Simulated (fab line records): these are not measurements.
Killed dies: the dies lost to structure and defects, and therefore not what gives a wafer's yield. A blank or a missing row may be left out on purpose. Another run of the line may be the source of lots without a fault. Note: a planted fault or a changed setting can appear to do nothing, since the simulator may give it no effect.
fab line records	flow n5Finfet
record lots=7	wafers=20	lastDay=17
route steps=1938 shown BEOL_M12@1639 BEOL_M15@1830 PASSIVATION@1936
lots that met no fault: taken from a fault-free run of the same line
startH: start of the lot's first displayed wafer, in hours after the record's first day	waitH: hours from the lot's prior step to this one	" identical to the entry in the row above	L1.1+2: a single row standing in for several wafers	- no value present, or no start provided	* or withheld: withheld	< > ~ a bound
route shown NAME@n: a module of which the file shows steps, and the number in the route of the first	usual: the fault-free wafers' mean and standard deviation	same: alike in all rows	chamber/n: place in a boat	sites: the reading at each site	_std_site: how widely they spread, as a standard deviation	_edge_site: inner sites' mean taken away from outer sites' mean	radiusMm: how far each site lies from the wafer's centre	mask NAME#n: copy n	behind: the most recent tool/chamber to have shaped the wafer	hold: what put the lot on hold/how long, in hours/how the hold closed	device: the transistor (n, p or np) that didn't switch	end of line: tests run on the same wafers once the route is complete	a step given without rows: its recipe and nothing more	killed: not the wafer's yield, but the dies lost to structure and defects at the first sort	map: a wafer's dies, x killed, . not, _ none there
set.NAME: setting as actually run; set.NAME@STEP: the setting as run at that earlier step	model.NAME: the simulator's own value behind a step, which no gauge read
a sample of lots followed through the steps of the route, with each step as a table and each wafer as a row
services: the hour from which a tool's chamber was out of use, counted from the record's first day as startH (under 0 if before that day), plus the number of hours and why
## steps
# step N5_BEOL_M12_TRENCH_ETCH_34
# recipe chemistry=C4F8/O2/Ar	target=SiOC	targetDepthA=3189.5	maskMaterial=SOC	pressureMtorr=30	sourceW=3000	biasW=700	Ar_flow_sccm=400	C4F8_flow_sccm=15	O2_flow_sccm=8	heInnerTorr=15	heOuterTorr=30	timeS=125.5	ionEnergyEv=250
# usual chamberPressureMTorr=30.000/0.026	drypumpMotorCurrentA=5.9/0.41	oesProductAu=0.77/0.077	rfVppV=664.9/2.4	showerheadPlenumPTorr=3.41/0.083	throttleValvePct=24.27/0.29
lot.wafer	tool	chamber	startH	waitH	chamberPressureMTorr	drypumpMotorCurrentA	oesProductAu	rfHoursCounterH	rfVppV	showerheadPlenumPTorr	throttleValvePct
L657.2	rieDiel-01	2	270.31	0.0	29.998	6.2	0.86	64	667.1	3.47	24.39
L657.3	"	0	"	"	30.029	6.5	0.74	174	670.1	3.52	24.25
L657.5	"	2	"	"	29.996	6.2	0.85	-	665.7	3.47	24.38
L655.3	rieDiel-01	1	276.09	0.0	30.007	5.9	0.70	207	660.5	3.28	24.31
L655.4	"	1	"	"	29.962	6.0	0.69	-	661.3	3.28	24.32
L655.6	"	0	"	"	30.012	6.4	0.74	-	668.9	3.52	24.27
L664.2	rieDiel-01	0	318.44	0.0	29.991	6.5	0.73	192	668.4	3.51	24.27
L664.3	"	1	"	"	30.028	6.0	0.68	221	660.6	3.27	24.34
L664.6	"	3	"	"	29.991	6.1	0.92	-	664.4	3.35	24.21
L663.1	rieDiel-01	0	338.79	0.0	30.022	6.5	0.73	201	668.8	3.50	24.28
L663.3	"	1	"	"	29.975	6.0	0.67	228	659.9	3.27	24.34
L663.5	"	2	"	"	30.028	6.2	0.82	-	665.5	3.46	24.42
L667.1	rieDiel-06	0	343.98	0.0	30.003	5.7	0.74	179	669.0	3.55	24.31
L667.4	"	3	"	"	29.978	5.3	0.78	-	665.9	3.49	24.46
L669.1	rieDiel-03	1	352.21	0.0	29.994	5.5	0.76	131	665.9	3.43	24.48
L669.4	"	3	"	"	30.050	6.3	0.79	136	661.5	3.29	23.81
L669.5	"	2	"	"	30.011	5.4	0.68	-	664.1	3.35	23.94
L673.1	rieDiel-03	0	388.86	0.0	30.032	6.1	0.66	246	663.9	3.40	24.76
L673.2	"	1	"	"	29.982	5.5	0.75	142	665.9	3.43	24.49
L673.5	"	0	"	"	29.956	6.1	0.66	-	663.4	3.40	24.77
# step N5_BEOL_M12_OCD_MEAS_35
# usual trenchDepthNm=319/6.7
lot.wafer	tool	chamber	startH	waitH	trenchDepthNm
L657.2	ocd-02	-	270.46	0.0	322
L657.3	"	-	"	"	310
L657.5	"	-	"	"	319
L655.3	ocd-02	-	276.25	0.0	319
L655.4	"	-	"	"	315
L655.6	"	-	"	"	310
L664.2	ocd-01	-	318.60	0.0	283
L664.3	"	-	"	"	287
L664.6	"	-	"	"	291
L663.1	ocd-02	-	338.95	0.0	284
L663.3	"	-	"	"	285
L663.5	"	-	"	"	291
L667.1	ocd-02	-	344.14	0.0	325
L667.4	"	-	"	"	315
L669.1	ocd-02	-	352.37	0.0	314
L669.4	"	-	"	"	329
L669.5	"	-	"	"	315
L673.1	ocd-01	-	389.02	0.0	313
L673.2	"	-	"	"	315
L673.5	"	-	"	"	313
# step N5_BEOL_M12_STRIP_37
# recipe chemistry=N2/H2	powerW=1000	tempC=250	h2Frac=0.65	overashFraction=0.3	pressureMtorr=withheld	n2FlowSccm=1750	h2FlowSccm=3250
# usual drypumpMotorCurrentA=5.3/0.33	heaterPowerW=329/44	oesProductAu=0.791/0.0099
# same overashFraction=0.3
lot.wafer	tool	chamber	startH	waitH	drypumpMotorCurrentA	heaterPowerW	oesProductAu	rfHoursCounterH
L657.2	plasmaAsher-01	1	270.50	0.0	4.9	338	0.794	125
L657.3	"	0	"	"	4.9	364	0.798	-
L657.5	"	0	"	"	4.9	367	0.800	-
L655.3	plasmaAsher-01	0	276.31	0.1	4.9	376	0.778	-
L655.4	"	1	"	"	4.9	339	0.798	-
L655.6	"	1	"	"	4.9	340	0.794	-
L664.2	plasmaAsher-02	0	318.68	0.1	5.7	355	0.792	80
L664.3	"	0	"	"	5.7	354	0.784	-
L664.6	"	0	"	"	5.7	357	0.764	-
L663.1	plasmaAsher-02	1	338.98	0.0	5.4	257	0.804	87
L663.3	"	0	"	"	5.7	341	0.796	-
L663.5	"	0	"	"	5.7	343	0.802	-
L667.1	plasmaAsher-01	1	344.18	0.0	4.9	344	0.811	138
L667.4	"	0	"	"	4.9	369	0.790	-
L669.1	plasmaAsher-01	1	352.41	0.0	4.9	340	0.809	140
L669.4	"	1	"	"	4.9	332	0.786	-
L669.5	"	0	"	"	4.9	366	0.803	-
L673.1	plasmaAsher-02	0	389.05	0.0	5.7	362	0.807	96
L673.2	"	1	"	"	5.4	257	0.785	96
L673.5	"	1	"	"	5.4	260	0.789	-
# step N5_BEOL_M12_DEGAS_41
# recipe ambient=vacuum	tempC=250	timeS=60
# usual heaterPowerW=343/47
lot.wafer	tool	chamber	startH	waitH	heaterPowerW
L657.2	pvdSputter-03	-	272.65	0.6	301
L657.3	"	-	"	"	319
L657.5	"	-	"	"	310
L655.3	pvdSputter-01	-	282.38	0.6	454
L655.4	"	-	"	"	346
L655.6	"	-	"	"	452
L664.2	pvdSputter-01	-	320.40	0.3	351
L664.3	"	-	"	"	304
L664.6	"	-	"	"	354
L663.1	pvdSputter-03	-	339.55	0.0	307
L663.3	"	-	"	"	322
L663.5	"	-	"	"	307
L667.1	pvdSputter-03	-	346.92	0.7	307
L667.4	"	-	"	"	317
L669.1	pvdSputter-02	-	358.13	0.3	362
L669.4	"	-	"	"	304
L669.5	"	-	"	"	308
L673.1	pvdSputter-02	-	390.07	0.3	284
L673.2	"	-	"	"	353
L673.5	"	-	"	"	287
# step N5_BEOL_M12_ANNEAL_48
# recipe tempC=225	timeS=90	ambient=N2
# usual annealTempC=225.02/0.18	annealTempCMax=226.08/0.27	wafer_temp_C_max=226.0/0.38
lot.wafer	tool	chamber	startH	waitH	annealTempC	annealTempCMax	wafer_temp_C_max
L657.2	rtpAnneal-01	0	273.50	0.5	225.20	226.45	225.9
L657.3	"	0	"	"	225.06	226.41	225.7
L657.5	"	0	"	"	225.20	226.67	225.6
L655.3	rtpAnneal-01	0	283.13	0.3	225.16	226.15	226.1
L655.4	"	0	"	"	224.98	226.03	226.0
L655.6	"	0	"	"	224.89	226.08	225.9
L664.2	rtpAnneal-01	0	320.95	0.1	224.83	225.97	226.1
L664.3	"	0	"	"	224.61	225.58	226.1
L664.6	"	0	"	"	224.90	226.09	225.8
L663.1	rtpAnneal-01	0	340.05	0.1	224.89	226.09	225.5
L663.3	"	0	"	"	225.16	226.33	225.7
L663.5	"	0	"	"	224.94	226.15	226.0
L667.1	rtpAnneal-01	0	347.42	0.1	225.16	226.19	225.6
L667.4	"	0	"	"	225.23	226.20	225.8
L669.1	rtpAnneal-02	0	359.15	0.6	225.17	226.03	226.1
L669.4	"	0	"	"	224.84	225.69	226.9
L669.5	"	0	"	"	225.11	226.14	226.5
L673.1	rtpAnneal-02	0	390.57	0.1	224.98	226.04	226.7
L673.2	"	0	"	"	224.99	225.89	226.4
L673.5	"	0	"	"	225.07	226.12	226.6
# step N5_BEOL_M12_THK_MEAS_50
# recipe thkMeasGauge=xrf	reads=Cu_of_BEOL_M12_ECD_47
# usual M12_THK=324/7.4
lot.wafer	tool	chamber	startH	waitH	M12_THK[nm]
L657.2	filmMetro-01	-	274.05	-	324
L657.3	"	-	"	"	312
L657.5	"	-	"	"	323
L655.3	filmMetro-02	-	283.64	-	327
L655.4	"	-	"	"	321
L655.6	"	-	"	"	317
L664.2	filmMetro-01	-	321.49	-	286
L664.3	"	-	"	"	291
L664.6	"	-	"	"	293
L663.1	filmMetro-02	-	340.64	-	291
L663.3	"	-	"	"	289
L663.5	"	-	"	"	297
L667.1	filmMetro-02	-	348.01	-	329
L667.4	"	-	"	"	320
L669.1	filmMetro-02	-	359.74	-	318
L669.4	"	-	"	"	335
L669.5	"	-	"	"	318
L673.1	filmMetro-01	-	391.16	-	319
L673.2	"	-	"	"	317
L673.5	"	-	"	"	318
# step N5_BEOL_M12_RS_MEAS_54
# recipe thkMeasGauge=four-point-probe	reads=Cu_of_BEOL_M12_ECD_47+Ta_of_BEOL_M12_SPUTTER_44+TaN_of_BEOL_M12_SPUTTER_43
# usual M12_RS=0.0599/0.0013
lot.wafer	tool	chamber	startH	waitH	M12_RS[ohm/sq]
L657.2	filmMetro-02	-	274.17	0.0	0.0596
L657.3	"	-	"	"	0.0619
L657.5	"	-	"	"	0.0598
L655.3	filmMetro-01	-	283.76	0.0	0.0596
L655.4	"	-	"	"	0.0605
L655.6	"	-	"	"	0.0616
L664.2	filmMetro-02	-	321.62	0.0	0.0681
L664.3	"	-	"	"	0.0667
L664.6	"	-	"	"	0.0660
L663.1	filmMetro-02	-	340.78	0.1	0.0674
L663.3	"	-	"	"	0.0674
L663.5	"	-	"	"	0.0656
L667.1	filmMetro-01	-	348.14	0.0	0.0590
L667.4	"	-	"	"	0.0608
L669.1	filmMetro-02	-	359.86	0.0	0.0610
L669.4	"	-	"	"	0.0580
L669.5	"	-	"	"	0.0609
L673.1	filmMetro-01	-	391.28	0.0	0.0606
L673.2	"	-	"	"	0.0608
L673.5	"	-	"	"	0.0611
# step N5_BEOL_M15_RC_MEAS_101
# usual COMB_M10=1.4e-11/3.6e-12	COMB_M11=1.4e-11/3.2e-12	COMB_M12=6.2e-12/1.4e-12	COMB_M13=4.6e-12/1e-12	COMB_M14=3.5e-12/7.1e-13	COMB_M15=2.1e-12/4.7e-13	COMB_M5=3.5e-11/7.4e-12	COMB_M6=2.6e-11/5.8e-12	COMB_M7=2.5e-11/5.2e-12	COMB_M8=2.6e-11/5.3e-12	COMB_M8_max_site=3.7e-11/8.5e-12	COMB_M9=1.4e-11/3.3e-12	SERP_M10=3.08/0.13	SERP_M11=3.10/0.097	SERP_M12=0.637/0.021	SERP_M12_max_site=0.650/0.021	SERP_M13=0.311/0.0098	SERP_M14=0.164/0.0078	SERP_M5=39.7/2.1	SERP_M6=14.3/0.76	SERP_M7=13.9/0.65	SERP_M9=3.10/0.12	SERP_M9_max_site=3.20/0.12
lot.wafer	tool	chamber	startH	waitH	COMB_M10[S/m]	COMB_M11[S/m]	COMB_M12[S/m]	COMB_M13[S/m]	COMB_M14[S/m]	COMB_M15[S/m]	COMB_M5[S/m]	COMB_M6[S/m]	COMB_M7[S/m]	COMB_M8[S/m]	COMB_M8_max_site[S/m]	COMB_M9[S/m]	SERP_M10[ohm/um]	SERP_M11[ohm/um]	SERP_M12[ohm/um]	SERP_M12_max_site[ohm/um]	SERP_M13[ohm/um]	SERP_M14[ohm/um]	SERP_M5[ohm/um]	SERP_M6[ohm/um]	SERP_M7[ohm/um]	SERP_M9[ohm/um]	SERP_M9_max_site[ohm/um]
L657.2	prober-02	0	299.40	0.2	1.4e-11	1.7e-11	6.2e-12	3.9e-12	4.1e-12	2.4e-12	4e-11	3.2e-11	1.9e-11	2.5e-11	3.6e-11	9e-12	3.10	3.09	0.652	0.668	0.312	0.167	41.1	14.4	13.6	3.03	3.09
L657.3	"	0	"	"	2.7e-11	1.9e-11	9e-12	5.5e-12	2.8e-12	2.1e-12	5.2e-11	3.2e-11	1.9e-11	1.9e-11	2.4e-11	1.7e-11	3.00	2.98	0.639	0.652	0.316	0.175	40.7	14.7	14.6	2.88	2.98
L657.5	"	0	"	"	2.9e-11	1.8e-11	6.2e-12	6e-12	4.1e-12	2.1e-12	5e-11	2.6e-11	2.5e-11	2.1e-11	2.5e-11	1.4e-11	3.00	3.00	0.657	0.667	0.316	0.149	39.1	14.2	13.8	2.95	3.09
L655.3	prober-02	0	304.60	0.3	1.4e-11	1.6e-11	6.2e-12	5.9e-12	3.2e-12	2.6e-12	5.1e-11	2e-11	3.1e-11	3.6e-11	4e-11	1.4e-11	2.93	3.27	0.625	0.642	0.320	0.162	43.5	14.3	14.4	3.03	3.21
L655.4	"	0	"	"	2.3e-11	1.7e-11	5.3e-12	4.3e-12	3e-12	1.6e-12	3.2e-11	2.6e-11	2.4e-11	2.8e-11	3.3e-11	1.5e-11	3.00	3.14	0.646	0.650	0.307	0.174	40.7	13.7	14.6	3.17	3.21
L655.6	"	0	"	"	2.2e-11	1.5e-11	6.1e-12	4.4e-12	3.5e-12	2.1e-12	3.1e-11	2.9e-11	2.4e-11	2.2e-11	3.6e-11	1.3e-11	2.99	3.10	0.639	0.660	0.302	0.164	44.5	13.3	14.7	3.14	3.32
L664.2	prober-01	0	339.64	0.2	1.1e-11	1.3e-11	6.5e-12	4.9e-12	2.8e-12	2.5e-12	2.9e-11	3.5e-11	2.7e-11	2.5e-11	4.2e-11	1.2e-11	3.16	3.28	0.746	0.759	0.307	0.158	38.0	13.9	13.4	2.96	3.08
L664.3	"	0	"	"	1.1e-11	1.4e-11	5.3e-12	4.3e-12	3.9e-12	2e-12	4.3e-11	2.5e-11	2.4e-11	3e-11	3.3e-11	1.1e-11	2.86	2.98	0.713	0.724	0.328	0.166	39.4	13.9	13.4	3.10	3.25
L664.6	"	0	"	"	1.3e-11	1.3e-11	4.8e-12	4.5e-12	3.2e-12	2.8e-12	2.6e-11	2.2e-11	2.3e-11	2e-11	3.6e-11	2e-11	2.93	3.12	0.715	0.734	0.314	0.170	40.1	13.8	13.4	3.09	3.15
L663.1	prober-01	0	356.67	0.0	1.2e-11	1.2e-11	4.9e-12	5.1e-12	2.9e-12	1.8e-12	3.5e-11	2.5e-11	3.5e-11	2.7e-11	5e-11	1.3e-11	3.17	3.02	0.679	0.692	0.306	0.168	37.5	13.8	13.1	3.00	3.06
L663.3	"	0	"	"	8e-12	1.4e-11	6.3e-12	4.2e-12	3.2e-12	2.4e-12	3.8e-11	1.9e-11	2.6e-11	2.4e-11	3.6e-11	1.5e-11	3.27	3.15	0.701	0.717	0.305	0.155	38.3	13.4	12.6	3.25	3.34
L663.5	"	0	"	"	1.5e-11	1.6e-11	4.2e-12	5.9e-12	3e-12	1.8e-12	3.6e-11	1.6e-11	2.1e-11	2.2e-11	3.2e-11	1e-11	3.12	3.04	0.676	0.685	0.310	0.163	36.2	14.6	13.0	3.04	3.08
L667.1	prober-01	0	366.90	0.0	1.2e-11	1.3e-11	6.9e-12	5.4e-12	2.8e-12	1.2e-12	3e-11	3.4e-11	2.1e-11	2e-11	3.1e-11	2.2e-11	2.97	3.04	0.607	0.627	0.300	0.170	37.5	17.2	14.4	3.28	3.34
L667.4	"	0	"	"	1.2e-11	1.3e-11	5.8e-12	5e-12	4.2e-12	2.7e-12	2.9e-11	3.1e-11	2.1e-11	2.3e-11	3e-11	1.2e-11	3.06	2.87	0.655	0.671	0.292	0.175	40.6	14.3	13.4	3.06	3.13
L669.1	prober-01	0	381.80	0.0	1.3e-11	1.5e-11	8.7e-12	3.6e-12	2.8e-12	2.1e-12	3.5e-11	3.5e-11	2.9e-11	2.5e-11	3.4e-11	1.7e-11	2.96	3.02	0.637	0.652	0.307	0.156	38.5	13.4	14.0	2.97	3.17
L669.4	"	0	"	"	1.6e-11	1.5e-11	5.7e-12	4.2e-12	4.9e-12	1.9e-12	3.8e-11	2.4e-11	2.7e-11	1.9e-11	2.7e-11	1.5e-11	3.30	3.04	0.640	0.654	0.311	0.149	36.9	13.5	13.1	3.06	3.14
L669.5	"	0	"	"	1.4e-11	1.6e-11	5e-12	4.1e-12	2.8e-12	2.4e-12	3.9e-11	1.6e-11	3e-11	2.7e-11	3.9e-11	1.5e-11	2.97	3.29	0.626	0.635	0.313	0.172	39.8	14.6	13.7	3.02	3.16
L673.1	prober-01	0	406.20	0.0	1.7e-11	1.4e-11	9e-12	6.7e-12	2.6e-12	1.8e-12	2.9e-11	3.3e-11	1.8e-11	3.9e-11	5.9e-11	1.3e-11	2.90	3.12	0.651	0.663	0.310	0.167	36.3	14.5	14.1	3.13	3.26
L673.2	"	0	"	"	1.3e-11	1.1e-11	6.4e-12	6e-12	2.6e-12	1.8e-12	2.7e-11	3.2e-11	3.3e-11	2.2e-11	2.8e-11	1.3e-11	2.86	3.04	0.671	0.685	0.312	0.165	40.4	14.1	12.5	3.05	3.21
L673.5	"	0	"	"	1.7e-11	1e-11	5e-12	5.3e-12	3e-12	1.5e-12	3.1e-11	3e-11	2.8e-11	3.3e-11	4.2e-11	1.7e-11	2.86	3.11	0.672	0.685	0.306	0.170	37.7	14.7	13.8	3.12	3.18
# sites SERP_M12 radiusMm=0,75,75,75,75,140,140,140,140
L657.2 0.665 0.668 0.663 0.648 0.640 0.639 0.652 0.659 0.647
L655.3 0.634 0.629 0.635 0.624 0.616 0.621 0.642 0.616 0.625
L664.2 0.737 0.743 0.746 0.747 0.759 0.754 0.736 0.750 0.736
L663.1 0.664 0.682 0.681 0.687 0.674 0.672 0.692 0.679 0.673
L667.1 0.605 0.596 0.618 0.598 0.603 0.623 0.627 0.607 0.608
L669.1 0.644 0.643 0.652 0.635 0.646 0.635 0.637 0.637 0.628
L673.1 0.646 0.647 0.640 0.658 0.655 0.651 0.653 0.663 0.648
# step N5_PASSIVATION_PROBE_49
# usual killed_at_M0_to_M3=33/11	killed_at_M4_up=13/5.2	killedAtContacts=11/5.7	killedAtFrontEnd=39/11	killedAtOther=4/3	killedDies=101/20	killedOpen=66/15	killedShort=33/8.4
# same grossDies=1180	killedAtBackSide=0
lot.wafer	tool	chamber	startH	waitH	killed_at_M0_to_M3	killed_at_M4_up	killedAtContacts	killedAtFrontEnd	killedAtOther	killedDies	killedOpen	killedShort
L657.2	prober-01	-	315.66	0.1	58	17	7	26	6	114	76	35
L657.3	prober-01	-	315.71	0.1	41	11	9	32	2	95	62	31
L657.5	prober-01	-	315.81	0.2	50	11	13	23	9	106	60	45
L655.3	prober-01	-	320.07	0.1	41	15	10	57	0	123	76	44
L655.4	prober-01	-	320.12	0.2	23	31	16	41	2	113	81	31
L655.6	prober-01	-	320.22	0.3	32	15	19	15	2	83	53	25
L664.2	prober-01	-	354.15	0.1	35	21	13	57	3	129	86	40
L664.3	prober-01	-	354.20	0.1	32	9	21	32	5	99	62	37
L664.6	prober-01	-	354.35	0.3	47	12	15	32	4	110	60	48
L663.1	prober-02	-	371.46	0.0	30	3	8	38	5	84	57	26
L663.3	prober-02	-	371.56	0.1	20	5	9	44	1	79	53	25
L663.5	prober-02	-	371.66	0.2	26	7	5	36	2	76	52	24
L667.1	prober-02	-	382.02	0.0	38	14	3	56	2	113	62	46
L667.4	prober-02	-	382.17	0.2	42	13	4	38	2	99	63	36
L669.1	prober-01	-	396.33	0.0	43	11	11	54	1	120	85	32
L669.4	prober-01	-	396.48	0.2	31	15	16	43	3	108	60	45
L669.5	prober-01	-	396.53	0.2	35	15	17	58	1	126	90	30
L673.1	prober-02	-	419.39	0.0	21	18	9	32	4	84	59	20
L673.2	prober-02	-	419.44	0.1	25	10	7	27	3	72	55	16
L673.5	prober-02	-	419.59	0.2	27	23	26	51	0	127	86	40
# killed by level:class
L657.2 BEOL_M3:geometricParticle:open=14 BEOL_M0_SAQP:geometricParticle:short=11 BEOL_M2:geometricParticle:open=10 BEOL_M0_SAQP:geometricParticle:open=9 BEOL_M4:geometricParticle:open=6 MOL_CONTACT_COAG:geometricParticle:open=6 BEOL_M1:geometricParticle:open=6 GATE_CUT:geometricParticle:short=4
L657.3 BEOL_M0_SAQP:geometricParticle:short=13 BEOL_M2:geometricParticle:open=13 FIN_SAQP:geometricParticle:short=8 GATE_CUT:geometricParticle:open=8 MOL_CONTACT_COAG:geometricParticle:open=8 BEOL_M1:geometricParticle:open=6 BEOL_M4:geometricParticle:open=4 STARTING-WAFER:geometricParticle:open=4
L657.5 BEOL_M3:geometricParticle:short=12 BEOL_M3:geometricParticle:open=11 MOL_CONTACT_COAG:geometricParticle:open=10 BEOL_M0_SAQP:geometricParticle:short=10 BEOL_M0_SAQP:geometricParticle:open=5 BEOL_M1:geometricParticle:open=5 STI_FIN_REVEAL:geometricParticle:open=4 GATE_CUT:geometricParticle:open=4
L655.3 FIN_SAQP:geometricParticle:open=13 STI_FIN_REVEAL:geometricParticle:open=13 BEOL_M0_SAQP:geometricParticle:short=12 BEOL_M0_SAQP:geometricParticle:open=11 FIN_SAQP:geometricParticle:short=10 GATE_CUT:geometricParticle:short=9 BEOL_M4:geometricParticle:open=8 MOL_CONTACT_COAG:geometricParticle:open=7
L655.4 MOL_CONTACT_COAG:geometricParticle:open=15 BEOL_M4:geometricParticle:open=13 FIN_SAQP:geometricParticle:open=12 BEOL_M4:geometricParticle:short=7 DUMMY_GATE:geometricParticle:open=6 BEOL_M0_SAQP:geometricParticle:open=6 GATE_CUT:geometricParticle:open=5 BEOL_M0_SAQP:geometricParticle:short=5
L655.6 MOL_CONTACT_COAG:geometricParticle:open=16 BEOL_M3:geometricParticle:open=9 BEOL_M1:geometricParticle:open=5 BEOL_M1:geometricParticle:short=5 STI_FIN_REVEAL:geometricParticle:open=4 BEOL_M0_SAQP:geometricParticle:short=4 BEOL_M4:geometricParticle:open=4 GATE_CUT:geometricParticle:short=3
L664.2 STI_FIN_REVEAL:geometricParticle:open=21 BEOL_M4:geometricParticle:open=11 MOL_CONTACT_COAG:geometricParticle:open=9 BEOL_M2:geometricParticle:open=9 BEOL_M0_SAQP:geometricParticle:open=8 STI_FIN_REVEAL:geometricParticle:short=7 BEOL_M1:geometricParticle:open=6 FIN_SAQP:geometricParticle:short=5
L664.3 MOL_CONTACT_COAG:geometricParticle:open=16 STI_FIN_REVEAL:geometricParticle:open=9 GATE_CUT:geometricParticle:short=9 BEOL_M3:geometricParticle:open=8 MOL_CONTACT_COAG:geometricParticle:short=5 BEOL_M0_SAQP:geometricParticle:short=5 BEOL_M0_SAQP:geometricParticle:open=5 GATE_CUT:geometricParticle:open=4
L664.6 MOL_CONTACT_COAG:geometricParticle:open=12 BEOL_M2:geometricParticle:short=9 FIN_SAQP:geometricParticle:short=8 BEOL_M0_SAQP:geometricParticle:short=8 BEOL_M0_SAQP:geometricParticle:open=7 BEOL_M3:geometricParticle:open=7 BEOL_M2:geometricParticle:open=5 BEOL_M1:geometricParticle:open=5
L663.1 BEOL_M0_SAQP:geometricParticle:open=12 STI_FIN_REVEAL:geometricParticle:open=11 MOL_CONTACT_COAG:geometricParticle:open=7 BEOL_M3:geometricParticle:open=7 GATE_CUT:geometricParticle:short=4 FIN_SAQP:geometricParticle:short=3 STI_FIN_REVEAL:geometricParticle:short=3 BEOL_M2:geometricParticle:open=3
L663.3 STI_FIN_REVEAL:geometricParticle:open=19 MOL_CONTACT_COAG:geometricParticle:open=7 BEOL_M3:geometricParticle:open=5 FIN_SAQP:geometricParticle:short=4 BEOL_M1:geometricParticle:open=4 STI_FIN_REVEAL:geometricParticle:short=3 ILD0:geometricParticle:open=3 BEOL_M0_SAQP:geometricParticle:short=3
L663.5 STI_FIN_REVEAL:geometricParticle:open=11 FIN_SAQP:geometricParticle:open=8 BEOL_M0_SAQP:geometricParticle:open=7 STI_FIN_REVEAL:geometricParticle:short=5 BEOL_M1:geometricParticle:open=5 BEOL_M0_SAQP:geometricParticle:short=4 MOL_CONTACT_COAG:geometricParticle:open=4 BEOL_M5:geometricParticle:open=4
L667.1 BEOL_M0_SAQP:geometricParticle:short=17 BEOL_M0_SAQP:geometricParticle:open=12 FIN_SAQP:geometricParticle:open=9 GATE_CUT:geometricParticle:short=9 FIN_SAQP:geometricParticle:short=8 GATE_CUT:geometricParticle:open=8 BEOL_M4:geometricParticle:open=7 STI_FIN_REVEAL:geometricParticle:open=4
L667.4 GATE_CUT:geometricParticle:short=10 BEOL_M0_SAQP:geometricParticle:open=9 BEOL_M1:geometricParticle:open=9 FIN_SAQP:geometricParticle:open=8 BEOL_M0_SAQP:geometricParticle:short=8 BEOL_M2:geometricParticle:open=8 FIN_SAQP:geometricParticle:short=5 GATE_CUT:geometricParticle:open=5
L669.1 BEOL_M2:geometricParticle:open=22 FIN_SAQP:geometricParticle:open=11 FIN_SAQP:geometricParticle:short=9 MOL_CONTACT_COAG:geometricParticle:open=9 STI_FIN_REVEAL:geometricParticle:open=8 BEOL_M3:geometricParticle:open=7 DUMMY_GATE:geometricParticle:open=6 BEOL_M0_SAQP:geometricParticle:open=5
L669.4 MOL_CONTACT_COAG:geometricParticle:open=12 BEOL_M0_SAQP:geometricParticle:short=10 FIN_SAQP:geometricParticle:open=9 FIN_SAQP:geometricParticle:short=7 STI_FIN_REVEAL:geometricParticle:open=6 SPACER0:geometricParticle:short=6 GATE_CUT:geometricParticle:short=5 BEOL_M4:geometricParticle:open=5
L669.5 STI_FIN_REVEAL:geometricParticle:open=17 MOL_CONTACT_COAG:geometricParticle:open=15 FIN_SAQP:geometricParticle:open=11 BEOL_M2:geometricParticle:open=9 BEOL_M0_SAQP:geometricParticle:open=7 BEOL_M3:geometricParticle:open=6 FIN_SAQP:geometricParticle:short=5 BEOL_M0_SAQP:geometricParticle:short=5
L673.1 FIN_SAQP:geometricParticle:open=13 STI_FIN_REVEAL:geometricParticle:open=6 MOL_CONTACT_COAG:geometricParticle:open=6 BEOL_M4:geometricParticle:open=6 BEOL_M8:geometricParticle:open=5 FIN_SAQP:geometricParticle:short=4 BEOL_M0_SAQP:geometricParticle:open=4 BEOL_M0_SAQP:geometricParticle:short=4
L673.2 BEOL_M4:geometricParticle:open=8 FIN_SAQP:geometricParticle:open=7 MOL_CONTACT_COAG:geometricParticle:open=6 BEOL_M0_SAQP:geometricParticle:open=5 BEOL_M1:geometricParticle:open=5 BEOL_M3:geometricParticle:open=5 STI_FIN_REVEAL:geometricParticle:open=4 DUMMY_GATE:geometricParticle:open=4
L673.5 MOL_CONTACT_COAG:geometricParticle:open=21 FIN_SAQP:geometricParticle:open=14 FIN_SAQP:geometricParticle:short=14 BEOL_M5:geometricParticle:open=8 STI_FIN_REVEAL:geometricParticle:open=7 BEOL_M1:geometricParticle:open=7 BEOL_M2:geometricParticle:open=6 MOL_CONTACT_COAG:geometricParticle:short=5
## services
tool	chamber	startH	hours	kind
rieDiel-01	3	255.63	-	clean
rieDiel-01	3	255.63	-	consumableReplace:focusRing
rieDiel-01	3	255.63	20.5	scheduledDown
rieDiel-01	3	255.63	20.5	ventCycle
rtpAnneal-01	-	290.55	5.1	pm
rieDiel-06	3	307.81	6.7	repair
plasmaAsher-01	-	321.48	10.5	repair
rieDiel-01	3	330.01	15.9	repair
rieDiel-06	2	338.04	-	clean
rieDiel-06	2	338.04	-	consumableReplace:focusRing
rieDiel-06	2	338.04	18.1	scheduledDown
rieDiel-06	2	338.04	18.1	ventCycle
plasmaAsher-02	-	340.56	5.3	repair
rieDiel-01	0	343.02	22.2	repair
pvdSputter-01	-	354.49	2.5	repair
rieDiel-06	2	359.48	33.0	repair
plasmaAsher-02	-	369.46	0.3	repair
plasmaAsher-02	-	374.94	2.8	pm
## key
firstSign step=N5_BEOL_M12_OCD_MEAS_35	reading=trenchDepthNm	direction=down	sigmas=4.9	usual=319	struck=287
effect step=N5_BEOL_M12_THK_MEAS_50	reading=M12_THK	direction=down	sigmas=4.4	usual=324	struck=291
effect step=N5_BEOL_M12_RS_MEAS_54	reading=M12_RS	direction=up	sigmas=5.2	usual=0.0599	struck=0.0669
effect step=N5_BEOL_M15_RC_MEAS_101	reading=SERP_M12	direction=up	sigmas=3.3	usual=0.637	struck=0.705
metAt N5_BEOL_M12_TRENCH_ETCH_34
struckLots L663,L664
testerLeftOut L663,L664
notActingAt N5_BEOL_M12_STRIP_37,N5_BEOL_M12_DEGAS_41,N5_BEOL_M12_ANNEAL_48
onsetBetween 276.09 318.44
earlierFault kind=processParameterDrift	tool=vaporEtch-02	chamber=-	onsetH=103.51	steps=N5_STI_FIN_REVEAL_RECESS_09	channel=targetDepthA	offset=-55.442	shape=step	actsIn=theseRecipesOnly	stated=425
fault kind=processParameterDrift	tool=rieDiel-01	chamber=-	onsetH=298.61	steps=N5_BEOL_M12_TRENCH_ETCH_34	channel=targetDepthA	offset=-296.31	shape=step	actsIn=theseRecipesOnly	stated=3189.5
# testerLeftOut: of these lots the tester's yield and bins aren't shown, on N5 and GAA mostly nor the transistor test; their killed dies are dies lost to structure and defects alone, not to doping, threshold or leakage, so they don't give the yield
